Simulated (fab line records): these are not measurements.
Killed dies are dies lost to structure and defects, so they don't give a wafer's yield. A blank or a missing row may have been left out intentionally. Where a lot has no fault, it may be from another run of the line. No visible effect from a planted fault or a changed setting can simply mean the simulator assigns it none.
fab line records + flow n5-finfet
[record]
- lots = 11
- wafers = 33
- last-day = 16
route steps=1938 shown FIN_SAQP@147 FIN_CUT@167 PASSIVATION@1936
lots with no fault: from the same line, run without faults
start-h: hours from the record's first day to the start of the lot's first wafer shown + wait-h: hours from the lot's prior step to this one + " repeats the value in the row above + L1.1+2: several wafers, shown together as one row + - no value present, or no start provided + * or withheld: withheld + < > ~ a bound
route shown NAME@n: NAME is a module with steps in the file, n the number in the route of the first one + usual: the fault-free wafers' mean and standard deviation + same: alike in all rows + chamber/n: place in a boat + sites: the reading at each site + _std_site: their standard deviation + _edge_site: the outer-site mean with the inner-site mean subtracted + radius-mm: how far each site lies from the wafer's centre + mask NAME#n: copy n + behind: tool/chamber where the wafer was last shaped + hold: cause of the lot's hold/its duration in hours/its outcome + device: the n, p or np transistor that did not switch + end of line: the route-end tests of the same wafers + step lacking rows: just its recipe + killed: count of dies lost to structure and defects at first sort (not the wafer's yield) + map: a wafer's dies, marking killed ones x, the rest . and places with no die _
set.NAME: the setting as run; set.NAME@STEP: as run at that earlier step + model.NAME: the simulator's own value behind a step, which no gauge read
the route's steps for a sample of lots (tables are steps, rows are wafers)
services: the hour from which a tool's chamber was out of use, counted from the record's first day as start-h (under 0 if before that day), plus the number of hours and why
[[steps]]
[step N5_FIN_SAQP_FIN_ETCH_36]
[recipe]
- chemistry = HBr/Cl2/O2
- target-depth-a = 1200
- mask-material = SiNx
- time-s = 50.4
- bias-w = 102
- pressure-mtorr = 10
- icp-w = 800
- HBr_flow_sccm = 150
- Cl2_flow_sccm = 80
- O2_flow_sccm = 12
[usual]
- drypump-motor-current-A = 5.79/0.3
- oes-product-au = 1.003/0.019
- throttle-valve-pct = 35.96/0.27
[same]
- time-s = 50.4
| lot.wafer | tool      | chamber | start-h | wait-h | drypump-motor-current-A | oes-product-au | rf-hours-counter-h | throttle-valve-pct |
|-----------|-----------|---------|---------|--------|-------------------------|----------------|--------------------|--------------------|
| L472.2    | rie-si-02 | 0       | 33.05   | 0.0    | 6.57                    | 0.986          | 111                | 36.46              |
| L472.5    | "         | 0       | "       | "      | 6.60                    | 0.999          | -                  | 36.46              |
| L472.6    | "         | 3       | "       | "      | 6.15                    | 0.962          | -                  | 35.99              |
| L473.1    | rie-si-03 | 1       | 38.83   | 0.0    | 5.75                    | 0.992          | 182                | 35.84              |
| L473.4    | "         | 3       | "       | "      | 5.56                    | 1.021          | 114                | 36.14              |
| L473.6    | "         | 0       | "       | "      | 5.48                    | 1.007          | -                  | 35.96              |
| L474.3    | rie-si-02 | 0       | 44.42   | 0.0    | 6.58                    | 0.997          | 111                | 36.45              |
| L474.5    | "         | 1       | "       | "      | 5.79                    | 0.974          | -                  | 35.36              |
| L474.6    | "         | 0       | "       | "      | 6.62                    | 0.995          | -                  | 36.46              |
| L476.3    | rie-si-03 | 0       | 55.47   | 0.0    | 5.48                    | 1.010          | 42                 | 35.93              |
| L476.4    | "         | 1       | "       | "      | 5.77                    | 1.003          | 182                | 35.81              |
| L476.6    | "         | 2       | "       | "      | 5.77                    | 1.004          | -                  | 36.17              |
| L479.2    | rie-si-06 | 2       | 74.52   | 0.0    | 5.71                    | 0.997          | 115                | 36.01              |
| L479.3    | "         | 1       | "       | "      | 6.18                    | 1.026          | 177                | 35.55              |
| L479.6    | "         | 2       | "       | "      | 5.70                    | 0.998          | -                  | 36.03              |
| L480.2    | rie-si-03 | 1       | 82.04   | 0.0    | 5.77                    | 0.989          | 183                | 35.83              |
| L480.5    | "         | 3       | "       | "      | 5.58                    | 1.029          | -                  | 36.14              |
| L480.6    | "         | 2       | "       | "      | 5.76                    | 0.993          | -                  | 36.19              |
| L482.1    | rie-si-02 | 3       | 93.13   | 0.0    | 6.16                    | 0.954          | 64                 | 35.98              |
| L482.4    | "         | 2       | "       | "      | 5.39                    | 1.024          | 53                 | 36.25              |
| L482.6    | "         | 1       | "       | "      | 5.77                    | 0.970          | -                  | 35.36              |
| L483.1    | rie-si-03 | 0       | 101.69  | 0.0    | 5.51                    | 1.003          | 43                 | 35.94              |
| L483.3    | "         | 3       | "       | "      | 5.54                    | 1.034          | 116                | 36.14              |
| L483.5    | "         | 2       | "       | "      | 5.84                    | 0.996          | -                  | 36.18              |
| L484.1    | rie-si-02 | 3       | 110.32  | 0.0    | 6.21                    | 0.966          | 64                 | 35.96              |
| L484.4    | "         | 0       | "       | "      | 6.59                    | 1.008          | 112                | 36.42              |
| L484.5    | "         | 0       | "       | "      | 6.62                    | 1.002          | -                  | 36.42              |
| L485.1    | rie-si-03 | 3       | 112.44  | 0.0    | 5.54                    | 1.035          | 116                | 36.13              |
| L485.3    | "         | 2       | "       | "      | 5.84                    | 0.996          | 4                  | 36.18              |
| L485.4    | "         | 1       | "       | "      | 5.76                    | 1.000          | 183                | 35.82              |
| L488.2    | rie-si-03 | 3       | 128.80  | 0.0    | 5.54                    | 1.029          | 116                | 36.14              |
| L488.3    | "         | 1       | "       | "      | 5.76                    | 0.998          | 184                | 35.81              |
| L488.6    | "         | 2       | "       | "      | 5.80                    | 1.004          | -                  | 36.19              |
[step N5_FIN_CUT_ETCH_30]
[recipe]
- chemistry = N2/H2
- target = underlayer
- target-depth-a = 130
- mask-material = CAR-EUV
- time-s = 10.4
- ion-energy-ev = 200
- pressure-mtorr = 30
- source-w = 840
- bias-w = 150
- n2-flow-sccm = 200
- h2-flow-sccm = 200
- ends = cleared
[usual]
- drypump-motor-current-A = 5.9/0.44
- etch-rf-on-time-s = 10.52/0.28
- oes-product-au = 0.66/0.058
- rf-vpp-V = 524.3/2.8
- showerhead-plenum-p-Torr = 2.56/0.1
- throttle-valve-pct = 17.81/0.25
| lot.wafer | tool        | chamber | start-h | wait-h | drypump-motor-current-A | etch-rf-on-time-s | oes-product-au | rf-hours-counter-h | rf-vpp-V | showerhead-plenum-p-Torr | throttle-valve-pct |
|-----------|-------------|---------|---------|--------|-------------------------|-------------------|----------------|--------------------|----------|--------------------------|--------------------|
| L472.2    | rie-diel-01 | 3       | 34.04   | 0.0    | 5.7                     | 10.74             | 0.63           | 154                | 526.9    | 2.65                     | 17.80              |
| L472.5    | "           | 3       | "       | "      | 5.7                     | 10.78             | 0.64           | -                  | 527.5    | 2.65                     | 17.80              |
| L472.6    | "           | 0       | "       | "      | 5.4                     | 10.19             | 0.77           | -                  | 527.4    | 2.71                     | 17.80              |
| L473.1    | rie-diel-06 | 0       | 39.56   | 0.0    | 4.9                     | 10.94             | 0.61           | 206                | 520.7    | 2.40                     | 18.24              |
| L473.4    | "           | 2       | "       | "      | 6.4                     | 10.73             | 0.63           | -                  | 523.2    | 2.52                     | 17.65              |
| L473.6    | "           | 0       | "       | "      | 4.9                     | 10.96             | 0.60           | -                  | 521.8    | 2.40                     | 18.24              |
| L474.3    | rie-diel-01 | 3       | 45.13   | 0.0    | 5.8                     | 10.83             | 0.63           | 158                | 526.3    | 2.65                     | 17.80              |
| L474.5    | "           | 1       | "       | "      | 6.3                     | 9.98              | 0.72           | -                  | 527.5    | 2.66                     | 17.29              |
| L474.6    | "           | 0       | "       | "      | 5.5                     | 10.25             | 0.76           | -                  | 527.4    | 2.71                     | 17.81              |
| L476.3    | rie-diel-06 | 2       | 56.31   | 0.0    | 6.3                     | 10.92             | 0.61           | 162                | 523.6    | 2.52                     | 17.66              |
| L476.4    | "           | 3       | "       | "      | 6.3                     | 10.66             | 0.71           | 51                 | 525.2    | 2.60                     | 17.93              |
| L476.6    | "           | 3       | "       | "      | 6.3                     | 10.59             | 0.72           | -                  | 524.1    | 2.60                     | 17.93              |
| L479.2    | rie-diel-06 | 0       | 75.23   | 0.0    | 4.9                     | 10.91             | 0.60           | 215                | 519.6    | 2.39                     | 18.25              |
| L479.3    | "           | 1       | "       | "      | 5.8                     | 10.37             | 0.80           | 7                  | 523.4    | 2.61                     | 17.73              |
| L479.6    | "           | 3       | "       | "      | 6.3                     | 10.59             | 0.71           | -                  | 525.1    | 2.60                     | 17.95              |
| L480.2    | rie-diel-06 | 0       | 82.98   | 0.0    | 5.0                     | 10.85             | 0.61           | 218                | 519.4    | 2.39                     | 18.26              |
| L480.5    | "           | 1       | "       | "      | 5.8                     | 10.23             | 0.79           | -                  | 527.8    | 2.61                     | 17.74              |
| L480.6    | "           | 0       | "       | "      | 4.9                     | 10.87             | 0.60           | -                  | 520.6    | 2.39                     | 18.25              |
| L482.1    | rie-diel-05 | 2       | 94.09   | 0.0    | 5.6                     | 10.49             | 0.60           | 210                | 525.5    | 2.62                     | 18.01              |
| L482.4    | "           | 0       | "       | "      | 5.5                     | 10.38             | 0.67           | 108                | 521.7    | 2.45                     | 18.06              |
| L482.6    | "           | 1       | "       | "      | 6.1                     | 10.66             | 0.62           | -                  | 519.5    | 2.42                     | 17.47              |
| L483.1    | rie-diel-06 | 1       | 102.40  | 0.0    | 5.9                     | 10.12             | 0.79           | 16                 | 525.1    | 2.61                     | 17.77              |
| L483.3    | "           | 3       | "       | "      | 6.3                     | 20.61             | 0.51           | 63                 | 525.5    | 2.59                     | 17.91              |
| L483.5    | "           | 1       | "       | "      | 5.9                     | 10.18             | 0.78           | -                  | 525.6    | 2.61                     | 17.75              |
| L484.1    | rie-diel-06 | 2       | 111.15  | 0.0    | 6.4                     | 10.76             | 0.62           | 178                | 522.7    | 2.51                     | 17.70              |
| L484.4    | "           | 3       | "       | "      | 6.3                     | 20.21             | 0.50           | 66                 | 522.6    | 2.59                     | 17.89              |
| L484.5    | "           | 0       | "       | "      | 4.9                     | 11.03             | 0.59           | -                  | 521.1    | 2.39                     | 18.28              |
| L485.1    | rie-diel-01 | 3       | 113.15  | 0.0    | 5.7                     | 10.79             | 0.61           | 177                | 527.7    | 2.64                     | 17.83              |
| L485.3    | "           | 1       | "       | "      | 6.3                     | 9.98              | 0.70           | 130                | 527.3    | 2.66                     | 17.32              |
| L485.4    | "           | 2       | "       | "      | 6.4                     | 10.43             | 0.64           | 153                | 521.5    | 2.44                     | 17.66              |
| L488.2    | rie-diel-05 | 0       | 129.65  | 0.0    | 5.6                     | 10.46             | 0.66           | 119                | 522.6    | 2.45                     | 18.07              |
| L488.3    | "           | 3       | "       | "      | 5.8                     | 10.87             | 0.62           | 170                | 526.5    | 2.65                     | 18.01              |
| L488.6    | "           | 1       | "       | "      | 6.1                     | 10.69             | 0.60           | -                  | 521.6    | 2.42                     | 17.51              |
[step N5_FIN_CUT_CUT_ETCH_15]
[recipe]
- chemistry = HBr/Cl2/O2
- target = Si
- target-depth-a = 1000
- bt-time-s = 10
- mask-material = SOC
- time-s = 42.4
- ion-energy-ev = *
- bias-w = *
- pressure-mtorr = 10
- icp-w = 800
- HBr_flow_sccm = 150
- Cl2_flow_sccm = 80
- O2_flow_sccm = 12
[usual]
- drypump-motor-current-A = 5.5/0.48
- oes-product-au = 1.003/0.016
- throttle-valve-pct = 37.2/0.34
[same]
- time-s = 42.4
| lot.wafer | tool      | chamber | start-h | wait-h | drypump-motor-current-A | oes-product-au | rf-hours-counter-h | throttle-valve-pct |
|-----------|-----------|---------|---------|--------|-------------------------|----------------|--------------------|--------------------|
| L472.2    | rie-si-04 | 1       | 34.64   | 0.1    | 4.9                     | 0.978          | 19                 | 37.6               |
| L472.5    | "         | 2       | "       | "      | 5.0                     | 1.010          | -                  | 36.9               |
| L472.6    | "         | 1       | "       | "      | 4.9                     | 0.974          | -                  | 37.6               |
| L473.1    | rie-si-01 | 2       | 40.16   | 0.1    | 5.0                     | 0.984          | 92                 | 36.8               |
| L473.4    | "         | 0       | "       | "      | 5.7                     | 1.018          | 127                | 37.3               |
| L473.6    | "         | 2       | "       | "      | 5.0                     | 0.987          | -                  | 36.8               |
| L474.3    | rie-si-01 | 2       | 45.73   | 0.0    | 5.1                     | 0.984          | 93                 | 36.7               |
| L474.5    | "         | 3       | "       | "      | 6.3                     | 1.016          | -                  | 36.8               |
| L474.6    | "         | 0       | "       | "      | 5.7                     | 1.010          | -                  | 37.3               |
| L476.3    | rie-si-01 | 1       | 56.91   | 0.0    | 5.8                     | 0.977          | 84                 | 38.0               |
| L476.4    | "         | 0       | "       | "      | 5.7                     | 1.019          | 127                | 37.3               |
| L476.6    | "         | 2       | "       | "      | 5.0                     | 0.979          | -                  | 36.8               |
| L479.2    | rie-si-04 | 2       | 75.83   | 0.1    | 5.0                     | 1.018          | 6                  | 36.8               |
| L479.3    | "         | 0       | "       | "      | 5.7                     | 1.005          | 84                 | 37.2               |
| L479.6    | "         | 2       | "       | "      | 5.0                     | 1.018          | -                  | 36.8               |
| L480.2    | rie-si-05 | 2       | 83.69   | 0.1    | 5.0                     | 0.977          | 127                | 37.4               |
| L480.5    | "         | 3       | "       | "      | 5.4                     | 0.987          | -                  | 37.2               |
| L480.6    | "         | 2       | "       | "      | 5.0                     | 0.991          | -                  | 37.4               |
| L482.1    | rie-si-04 | 1       | 95.06   | 0.1    | 4.9                     | 0.975          | 20                 | 37.6               |
| L482.4    | "         | 3       | "       | "      | 5.1                     | 1.017          | 73                 | 37.4               |
| L482.6    | "         | 3       | "       | "      | 5.1                     | 1.020          | -                  | 37.4               |
| L483.1    | rie-si-01 | 0       | 103.00  | 0.1    | 5.8                     | 1.012          | 128                | 37.3               |
| L483.3    | "         | 2       | "       | "      | 5.0                     | 0.977          | 93                 | 36.8               |
| L483.5    | "         | 0       | "       | "      | 5.7                     | 1.017          | -                  | 37.3               |
| L484.1    | rie-si-01 | 1       | 111.75  | 0.1    | 5.8                     | 0.981          | 84                 | 38.0               |
| L484.4    | "         | 0       | "       | "      | 5.7                     | 1.018          | 128                | 37.3               |
| L484.5    | "         | 3       | "       | "      | 6.3                     | 1.013          | -                  | 36.8               |
| L485.1    | rie-si-04 | 3       | 113.75  | 0.1    | 5.1                     | 1.019          | 73                 | 37.4               |
| L485.3    | "         | 2       | "       | "      | 5.0                     | 1.015          | 7                  | 36.9               |
| L485.4    | "         | 1       | "       | "      | 4.9                     | 0.981          | 20                 | 37.6               |
| L488.2    | rie-si-01 | 2       | 130.25  | 0.1    | 5.0                     | 0.987          | 94                 | 36.7               |
| L488.3    | "         | 3       | "       | "      | 6.3                     | 1.017          | 58                 | 36.8               |
| L488.6    | "         | 0       | "       | "      | 5.7                     | 1.016          | -                  | 37.3               |
[step N5_FIN_CUT_CUT_ETCH_28]
[recipe]
- chemistry = HBr/Cl2/O2
- target = Si
- target-depth-a = 60
- mask-material = SOC
- time-s = 2.4
- ion-energy-ev = *
- bias-w = *
- pressure-mtorr = 10
- icp-w = 800
- HBr_flow_sccm = 150
- Cl2_flow_sccm = 80
- O2_flow_sccm = 12
[usual]
- drypump-motor-current-A = 5.5/0.48
- oes-product-au = 1.002/0.017
- throttle-valve-pct = 37.2/0.34
[same]
- time-s = 2.4
| lot.wafer | tool      | chamber | start-h | wait-h | drypump-motor-current-A | oes-product-au | rf-hours-counter-h | throttle-valve-pct |
|-----------|-----------|---------|---------|--------|-------------------------|----------------|--------------------|--------------------|
| L472.2    | rie-si-04 | 1       | 34.69   | 0.0    | 4.9                     | 0.977          | 19                 | 37.6               |
| L472.5    | "         | 2       | "       | "      | 5.0                     | 1.021          | -                  | 36.8               |
| L472.6    | "         | 1       | "       | "      | 4.9                     | 0.979          | -                  | 37.6               |
| L473.1    | rie-si-01 | 2       | 40.21   | 0.0    | 5.0                     | 0.973          | 92                 | 36.7               |
| L473.4    | "         | 0       | "       | "      | 5.7                     | 1.014          | 127                | 37.3               |
| L473.6    | "         | 2       | "       | "      | 5.0                     | 0.975          | -                  | 36.8               |
| L474.3    | rie-si-01 | 2       | 45.78   | 0.0    | 5.0                     | 0.980          | 93                 | 36.7               |
| L474.5    | "         | 3       | "       | "      | 6.3                     | 1.014          | -                  | 36.9               |
| L474.6    | "         | 0       | "       | "      | 5.8                     | 1.015          | -                  | 37.3               |
| L476.3    | rie-si-01 | 1       | 56.97   | 0.0    | 5.8                     | 0.991          | 84                 | 38.0               |
| L476.4    | "         | 0       | "       | "      | 5.7                     | 1.015          | 127                | 37.3               |
| L476.6    | "         | 2       | "       | "      | 5.1                     | 0.977          | -                  | 36.7               |
| L479.2    | rie-si-04 | 2       | 75.89   | 0.0    | 4.9                     | 1.014          | 6                  | 36.8               |
| L479.3    | "         | 0       | "       | "      | 5.7                     | 1.012          | 84                 | 37.2               |
| L479.6    | "         | 2       | "       | "      | 4.9                     | 1.008          | -                  | 36.9               |
| L480.2    | rie-si-05 | 2       | 83.74   | 0.0    | 5.0                     | 0.982          | 127                | 37.4               |
| L480.5    | "         | 3       | "       | "      | 5.4                     | 0.986          | -                  | 37.1               |
| L480.6    | "         | 2       | "       | "      | 5.0                     | 0.981          | -                  | 37.4               |
| L482.1    | rie-si-04 | 1       | 95.11   | 0.0    | 4.9                     | 0.978          | 20                 | 37.6               |
| L482.4    | "         | 3       | "       | "      | 5.1                     | 1.023          | 73                 | 37.4               |
| L482.6    | "         | 3       | "       | "      | 5.1                     | 1.019          | -                  | 37.4               |
| L483.1    | rie-si-01 | 0       | 103.05  | 0.0    | 5.7                     | 1.016          | 128                | 37.3               |
| L483.3    | "         | 2       | "       | "      | 5.0                     | 0.984          | 93                 | 36.7               |
| L483.5    | "         | 0       | "       | "      | 5.7                     | 1.016          | -                  | 37.3               |
| L484.1    | rie-si-01 | 1       | 111.80  | 0.0    | 5.8                     | 0.984          | 84                 | 38.0               |
| L484.4    | "         | 0       | "       | "      | 5.7                     | 1.018          | 128                | 37.3               |
| L484.5    | "         | 3       | "       | "      | 6.3                     | 1.017          | -                  | 36.8               |
| L485.1    | rie-si-04 | 3       | 113.80  | 0.0    | 5.1                     | 1.016          | 73                 | 37.4               |
| L485.3    | "         | 2       | "       | "      | 5.0                     | 1.009          | 7                  | 36.8               |
| L485.4    | "         | 1       | "       | "      | 5.0                     | 0.975          | 20                 | 37.6               |
| L488.2    | rie-si-01 | 2       | 130.31  | 0.0    | 5.0                     | 0.983          | 94                 | 36.7               |
| L488.3    | "         | 3       | "       | "      | 6.3                     | 1.015          | 58                 | 36.8               |
| L488.6    | "         | 0       | "       | "      | 5.7                     | 1.019          | -                  | 37.3               |
[step N5_PASSIVATION_PROBE_49]
[usual]
- killed_at_M0_to_M3 = 37/12
- killed_at_M4_up = 14/5.3
- killed-at-contacts = 12/6.2
- killed-at-front-end = 41/11
- killed-at-other = 3.7/2.9
- killed-dies = 107/17
- killed-open = 71/12
- killed-short = 34/7.9
[same]
- gross-dies = 1180
- killed-at-back-side = 0
| lot.wafer | tool      | chamber | start-h | wait-h | killed_at_M0_to_M3 | killed_at_M4_up | killed-at-contacts | killed-at-front-end | killed-at-other | killed-dies | killed-open | killed-short |
|-----------|-----------|---------|---------|--------|--------------------|-----------------|--------------------|---------------------|-----------------|-------------|-------------|--------------|
| L480.2    | prober-02 | -       | 317.48  | 0.1    | 47                 | 13              | 21                 | 23                  | 1               | 105         | 73          | 28           |
| L480.5    | prober-02 | -       | 317.63  | 0.2    | 46                 | 10              | 13                 | 36                  | 3               | 108         | 74          | 31           |
| L480.6    | prober-02 | -       | 317.68  | 0.3    | 32                 | 11              | 6                  | 37                  | 0               | 86          | 59          | 22           |
| L474.3    | prober-01 | -       | 320.89  | 0.1    | 39                 | 9               | 7                  | 62                  | 3               | 120         | 72          | 46           |
| L474.5    | prober-01 | -       | 320.99  | 0.2    | 33                 | 10              | 12                 | 54                  | 7               | 116         | 84          | 29           |
| L474.6    | prober-01 | -       | 321.04  | 0.3    | 22                 | 12              | 13                 | 63                  | 6               | 116         | 80          | 35           |
| L479.2    | prober-02 | -       | 325.09  | 0.1    | 37                 | 8               | 3                  | 48                  | 0               | 96          | 58          | 36           |
| L479.3    | prober-02 | -       | 325.14  | 0.1    | 25                 | 13              | 21                 | 43                  | 4               | 106         | 67          | 35           |
| L479.6    | prober-02 | -       | 325.29  | 0.3    | 34                 | 19              | 8                  | 54                  | 1               | 116         | 71          | 42           |
| L483.1    | prober-01 | -       | 353.36  | 0.0    | 36                 | 20              | 1                  | 24                  | 0               | 81          | 58          | 23           |
| L483.3    | prober-01 | -       | 353.46  | 0.1    | 49                 | 26              | 6                  | 31                  | 6               | 118         | 85          | 32           |
| L483.5    | prober-01 | -       | 353.56  | 0.2    | 38                 | 20              | 4                  | 51                  | 1               | 114         | 90          | 24           |
| L485.1    | prober-02 | -       | 366.66  | 0.0    | 57                 | 12              | 15                 | 29                  | 2               | 115         | 81          | 33           |
| L485.3    | prober-02 | -       | 366.76  | 0.1    | 49                 | 16              | 8                  | 27                  | 2               | 102         | 69          | 33           |
| L485.4    | prober-02 | -       | 366.81  | 0.2    | 61                 | 19              | 7                  | 16                  | 0               | 103         | 77          | 26           |
| L488.2    | prober-01 | -       | 387.45  | 0.1    | 37                 | 25              | 7                  | 54                  | 5               | 128         | 86          | 41           |
| L488.3    | prober-01 | -       | 387.50  | 0.1    | 26                 | 12              | 13                 | 42                  | 4               | 97          | 66          | 28           |
| L488.6    | prober-01 | -       | 387.65  | 0.3    | 35                 | 13              | 22                 | 57                  | 1               | 128         | 82          | 38           |
// killed by level:class
L480.2 MOL_CONTACT_COAG:geometric-particle:open=17 BEOL_M3:geometric-particle:open=12 BEOL_M2:geometric-particle:open=9 DUMMY_GATE:geometric-particle:open=7 BEOL_M0_SAQP:geometric-particle:short=6 BEOL_M0_SAQP:geometric-particle:open=6 BEOL_M5:geometric-particle:open=5 BEOL_M1:geometric-particle:short=5
L480.5 BEOL_M0_SAQP:geometric-particle:open=13 BEOL_M3:geometric-particle:open=13 STI_FIN_REVEAL:geometric-particle:open=11 MOL_CONTACT_COAG:geometric-particle:open=9 FIN_SAQP:geometric-particle:short=5 DUMMY_GATE:geometric-particle:short=5 BEOL_M1:geometric-particle:short=5 FIN_SAQP:geometric-particle:open=4
L480.6 BEOL_M2:geometric-particle:open=10 STI_FIN_REVEAL:geometric-particle:open=6 BEOL_M0_SAQP:geometric-particle:open=6 BEOL_M3:geometric-particle:open=6 GATE_CUT:geometric-particle:open=5 MOL_CONTACT_COAG:geometric-particle:open=5 STARTING-WAFER:geometric-particle:short=5 DUMMY_GATE:geometric-particle:open=4
L474.3 FIN_SAQP:geometric-particle:short=19 FIN_SAQP:geometric-particle:open=15 STI_FIN_REVEAL:geometric-particle:open=13 BEOL_M0_SAQP:geometric-particle:short=9 BEOL_M3:geometric-particle:open=8 BEOL_M1:geometric-particle:open=6 MOL_CONTACT_COAG:geometric-particle:open=5 BEOL_M0_SAQP:geometric-particle:open=5
L474.5 STI_FIN_REVEAL:geometric-particle:open=20 FIN_SAQP:geometric-particle:open=11 FIN_SAQP:geometric-particle:short=9 MOL_CONTACT_COAG:geometric-particle:open=9 BEOL_M0_SAQP:geometric-particle:open=7 BEOL_M3:geometric-particle:open=7 STARTING-WAFER:geometric-particle:open=6 BEOL_M0_SAQP:geometric-particle:short=5
L474.6 FIN_SAQP:geometric-particle:open=31 FIN_SAQP:geometric-particle:short=19 MOL_CONTACT_COAG:geometric-particle:open=13 BEOL_M4:geometric-particle:open=7 BEOL_M0_SAQP:geometric-particle:short=5 BEOL_M0_SAQP:geometric-particle:open=5 DUMMY_GATE:geometric-particle:open=4 BEOL_M1:geometric-particle:open=4
L479.2 FIN_SAQP:geometric-particle:open=18 BEOL_M0_SAQP:geometric-particle:short=12 BEOL_M2:geometric-particle:open=10 STI_FIN_REVEAL:geometric-particle:open=8 BEOL_M0_SAQP:geometric-particle:open=7 GATE_CUT:geometric-particle:short=4 STARTING-WAFER:geometric-particle:short=4 FIN_SAQP:geometric-particle:short=3
L479.3 FIN_SAQP:geometric-particle:short=16 MOL_CONTACT_COAG:geometric-particle:open=16 FIN_SAQP:geometric-particle:open=14 BEOL_M2:geometric-particle:open=7 BEOL_M0_SAQP:geometric-particle:open=6 BEOL_M0_SAQP:geometric-particle:short=6 STI_FIN_REVEAL:geometric-particle:open=5 MOL_CONTACT_COAG:geometric-particle:short=4
L479.6 FIN_SAQP:geometric-particle:open=12 FIN_SAQP:geometric-particle:short=12 STI_FIN_REVEAL:geometric-particle:open=10 BEOL_M0_SAQP:geometric-particle:short=9 MOL_CONTACT_COAG:geometric-particle:open=6 BEOL_M3:geometric-particle:open=6 BEOL_M0_SAQP:geometric-particle:open=5 BEOL_M2:geometric-particle:open=5
L483.1 BEOL_M1:geometric-particle:open=15 BEOL_M4:geometric-particle:open=14 BEOL_M3:geometric-particle:open=8 FIN_SAQP:geometric-particle:open=6 GATE_CUT:geometric-particle:short=6 BEOL_M2:geometric-particle:open=5 BEOL_M4:geometric-particle:short=4 FIN_SAQP:geometric-particle:short=2
L483.3 BEOL_M1:geometric-particle:open=17 BEOL_M4:geometric-particle:open=17 FIN_SAQP:geometric-particle:open=12 BEOL_M2:geometric-particle:open=10 FIN_SAQP:geometric-particle:short=7 BEOL_M0_SAQP:geometric-particle:short=6 MOL_CONTACT_COAG:geometric-particle:open=5 PAD_METAL:geometric-particle:open=5
L483.5 FIN_SAQP:geometric-particle:open=28 BEOL_M1:geometric-particle:open=14 BEOL_M4:geometric-particle:open=13 BEOL_M0_SAQP:geometric-particle:short=5 BEOL_M0:geometric-particle:open=5 BEOL_M2:geometric-particle:open=5 STI_FIN_REVEAL:geometric-particle:open=4 MOL_CONTACT_COAG:geometric-particle:open=4
L485.1 MOL_CONTACT_COAG:geometric-particle:open=14 BEOL_M0:geometric-particle:open=12 BEOL_M0_SAQP:geometric-particle:short=9 BEOL_M2:geometric-particle:open=7 BEOL_M0_SAQP:geometric-particle:open=7 BEOL_M1:geometric-particle:open=7 FIN_SAQP:geometric-particle:open=5 GATE_CUT:geometric-particle:short=5
L485.3 BEOL_M2:geometric-particle:open=11 BEOL_M4:geometric-particle:open=9 BEOL_M0:geometric-particle:open=7 STI_FIN_REVEAL:geometric-particle:open=6 GATE_CUT:geometric-particle:open=6 BEOL_M0_SAQP:geometric-particle:short=6 MOL_CONTACT_COAG:geometric-particle:open=5 BEOL_M1:geometric-particle:short=5
L485.4 BEOL_M1:geometric-particle:open=14 BEOL_M0_SAQP:geometric-particle:open=13 BEOL_M2:geometric-particle:open=10 MOL_CONTACT_COAG:geometric-particle:open=7 BEOL_M0:geometric-particle:open=6 BEOL_M4:geometric-particle:open=6 BEOL_M3:geometric-particle:open=5 BEOL_M6:geometric-particle:open=4
L488.2 STI_FIN_REVEAL:geometric-particle:open=22 BEOL_M4:geometric-particle:open=16 BEOL_M3:geometric-particle:open=11 BEOL_M2:geometric-particle:open=9 STI_FIN_REVEAL:geometric-particle:short=7 MOL_CONTACT_COAG:geometric-particle:open=7 BEOL_M0_SAQP:geometric-particle:short=7 FIN_SAQP:geometric-particle:open=6
L488.3 DUMMY_GATE:geometric-particle:open=14 MOL_CONTACT_COAG:geometric-particle:open=9 BEOL_M0_SAQP:geometric-particle:short=8 BEOL_M2:geometric-particle:open=8 BEOL_M0_SAQP:geometric-particle:open=7 FIN_SAQP:geometric-particle:short=6 STI_FIN_REVEAL:geometric-particle:open=6 BEOL_M6:geometric-particle:open=5
L488.6 STI_FIN_REVEAL:geometric-particle:open=17 MOL_CONTACT_COAG:geometric-particle:open=17 BEOL_M2:geometric-particle:open=12 BEOL_M0_SAQP:geometric-particle:short=9 FIN_SAQP:geometric-particle:short=8 DUMMY_GATE:geometric-particle:open=8 BEOL_M0_SAQP:geometric-particle:open=8 MOL_CONTACT_COAG:geometric-particle:short=5
[[services]]
| tool        | chamber | start-h | hours | kind                          |
|-------------|---------|---------|-------|-------------------------------|
| rie-diel-05 | 1       | 11.95   | 6.9   | repair                        |
| rie-si-05   | -       | 13.27   | 0.1   | repair                        |
| rie-diel-05 | -       | 16.27   | 0.5   | repair                        |
| rie-diel-06 | 1       | 20.70   | -     | clean                         |
| rie-diel-06 | 1       | 20.70   | -     | consumable-replace:focus-ring |
| rie-diel-06 | 1       | 20.70   | 20.4  | scheduled-down                |
| rie-diel-06 | 1       | 20.70   | 20.4  | vent-cycle                    |
| rie-si-05   | -       | 21.03   | 15.6  | pm                            |
| rie-si-02   | 2       | 25.78   | 1.9   | repair                        |
| rie-diel-06 | 3       | 29.32   | 3.4   | repair                        |
| rie-si-04   | 1       | 34.89   | 4.4   | repair                        |
| rie-diel-06 | 3       | 35.01   | 4.2   | repair                        |
| rie-si-04   | -       | 43.06   | 14.6  | pm                            |
| rie-si-06   | 3       | 69.79   | 6.4   | repair                        |
| rie-si-06   | -       | 80.34   | 4.0   | pm                            |
| rie-si-01   | -       | 82.98   | 15.6  | pm                            |
| rie-diel-06 | 3       | 91.32   | 4.9   | repair                        |
| rie-si-06   | 1       | 105.86  | 14.2  | repair                        |
| rie-si-05   | 0       | 124.86  | 0.9   | repair                        |
| rie-diel-06 | 2       | 124.88  | 3.2   | repair                        |
| rie-si-06   | -       | 125.24  | 14.6  | pm                            |
[[key]]
[first-sign]
- step = N5_FIN_CUT_ETCH_30
- reading = etch-rf-on-time-s
- direction = up
- sigmas = 36
- usual = *
- struck = *
[effect]
- step = N5_FIN_CUT_ETCH_30
- reading = oes-product-au
- direction = down
- sigmas = 2.6
- usual = 0.66
- struck = 0.51
met-at N5_FIN_CUT_ETCH_30
struck-lots L483,L484
struck-wafers L483.3,L484.4
tester-left-out L483,L484
not-acting-at N5_FIN_SAQP_FIN_ETCH_36,N5_FIN_CUT_CUT_ETCH_15,N5_FIN_CUT_CUT_ETCH_28
onset-between 75.23 102.40
[fault]
- kind = process-parameter-drift
- tool = rie-diel-06
- chamber = 3
- onset-h = 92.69
- steps = N5_FIN_CUT_ETCH_30
- channel = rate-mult
- offset = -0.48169
- shape = step
- end-h = 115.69
// tester-left-out: of these lots the tester's yield and bins aren't shown, on N5 and GAA mostly nor the transistor test; their killed dies are dies lost to structure and defects alone, not to doping, threshold or leakage, so they don't give the yield
